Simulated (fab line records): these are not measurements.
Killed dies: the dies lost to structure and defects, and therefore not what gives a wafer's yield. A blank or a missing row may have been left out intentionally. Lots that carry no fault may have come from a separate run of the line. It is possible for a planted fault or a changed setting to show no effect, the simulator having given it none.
Chamber matching -- flow nand_harc -- rie_diel-05 running NHARC_A_SLIT_DESCUM_14: 4 sister chambers
The step chemistry O2, time 3 s. 14 wafers are shown with their chamber, then 7 later ones without.

WAFERS, EACH WITH ITS CHAMBER
wafer,chamber,rf_vpp_V (V),throttle_valve_pct (%),oes_product_au (a.u.)
L883.4,0,57.3,11.311,0.986
L883.5,1,57.2,11.308,0.983
L883.6,2,57.7,11.304,0.992
L891.3,1,58.2,11.308,0.992
L891.4,2,58.4,11.305,0.997
L891.5,3,56.1,11.322,0.992
L894.1,3,57.8,11.316,0.991
L894.2,0,58.1,11.310,0.980
L894.4,3,57.6,11.296,0.990
L895.2,0,57.1,11.299,1.002
L895.3,1,58.4,11.301,0.997
L895.6,3,57.9,11.316,0.996
L900.1,3,58.0,11.310,0.991
L900.4,2,60.3,11.307,0.991

SIGNATURES (means of the wafers above)
reading,chamber 0,chamber 1,chamber 2,chamber 3,scatter within a chamber
rf_vpp_V,57.500,57.933,58.800,57.480,0.865
throttle_valve_pct,11.30667,11.30567,11.30533,11.31200,0.0072
oes_product_au,0.98933,0.99067,0.99333,0.99200,0.00634
Rule: a wafer's distance from a chamber is the root of the sum, over the readings, of the square of ((its reading less the chamber's mean) divided by the reading's scatter). If the next closest chamber is less than 2 further off than the closest, the wafer can't be placed; otherwise it belongs to the closest. How the scatter is found: for the shown wafers, subtract from each reading the mean of its chamber, square and add these, divide the total by (wafers less chambers), then take the root.

WAFERS WITH NO CHAMBER GIVEN
wafer,rf_vpp_V (V),throttle_valve_pct (%),oes_product_au (a.u.)
L900.6,58.3,11.306,0.999
L901.2,56.9,11.299,0.998
L901.3,57.5,11.317,1.007
L901.6,57.9,11.297,0.989
L905.1,58.2,11.304,1.009
L905.4,57.6,11.322,1.010
L905.6,56.9,11.299,1.004

THE CHAMBER EACH PASSED THROUGH
wafer,from the rows above,in truth
L900.6,can't be placed: 2 or 1 or 3 or 0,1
L901.2,can't be placed: 0 or 1 or 3 or 2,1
L901.3,can't be placed: 3 or 1 or 2 or 0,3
L901.6,can't be placed: 1 or 0 or 2 or 3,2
L905.1,can't be placed: 2 or 1 or 3 or 0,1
L905.4,can't be placed: 3 or 2 or 1 or 0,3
L905.6,can't be placed: 1 or 0 or 3 or 2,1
Placed correctly: 0 of 7. Not placeable from these rows: 7 (in 7, the candidates include the true chamber). Number placed wrongly: 0.
